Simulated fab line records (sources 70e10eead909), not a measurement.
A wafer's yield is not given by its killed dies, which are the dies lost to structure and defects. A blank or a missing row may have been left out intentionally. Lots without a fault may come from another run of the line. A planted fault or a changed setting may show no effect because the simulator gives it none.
Chamber matching | flow nand harc | NHARC_A_STAIRCASE_CMP_152 on cmp-04 has 4 sister chambers
The step polishes. 16 wafers are shown with their chamber, then 8 later ones without.

WAFERS, EACH WITH ITS CHAMBER
wafer  | chamber | motor current A (A)
L076.1 | 2       | 12.0
L076.4 | 3       | 10.8
L076.6 | 1       | 13.5
L079.2 | 3       | 10.3
L079.5 | 0       | 14.4
L079.6 | 3       | 10.9
L081.2 | 0       | 14.5
L081.5 | 0       | 15.2
L081.6 | 1       | 14.0
L084.1 | 0       | 14.0
L084.3 | 3       | 10.8
L084.4 | 2       | 11.9
L088.3 | 2       | 12.4
L088.5 | 2       | 11.8
L088.6 | 3       | 11.2
L089.1 | 0       | 14.1

SIGNATURES, as means of the wafers listed above
reading         | chamber 0 | chamber 1 | chamber 2 | chamber 3 | scatter within a chamber
motor current A | 14.440    | 13.750    | 12.025    | 10.800    | 0.37
Rule: for each reading, subtract the chamber's mean from the wafer's reading, divide by that reading's scatter and square the result; add these up over the readings and take the root, which gives the wafer's distance from the chamber. If the next closest chamber is less than 2 further off than the closest, the wafer can't be placed; otherwise it belongs to the closest. How the scatter is found: for the shown wafers, subtract from each reading the mean of its chamber, square and add these, divide the total by (wafers less chambers), then take the root.

WAFERS WHOSE CHAMBER IS MISSING
wafer  | motor current A (A)
L089.3 | 12.0
L089.6 | 14.2
L093.1 | 12.5
L093.2 | 14.4
L093.6 | 10.5
L096.2 | 14.7
L096.3 | 12.6
L096.4 | 10.7

WHICH CHAMBER EACH WENT THROUGH
wafer  | from the rows above     | in truth
L089.3 | 2                       | 2
L089.6 | can't be placed: 0 or 1 | 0
L093.1 | 2                       | 2
L093.2 | can't be placed: 0 or 1 | 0
L093.6 | 3                       | 3
L096.2 | can't be placed: 0 or 1 | 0
L096.3 | can't be placed: 2 or 1 | 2
L096.4 | 3                       | 3
Correctly placed: 4 of 8. Unplaceable from these rows: 4, with the true chamber sitting among the candidates in 4. Wrongly placed: 0.
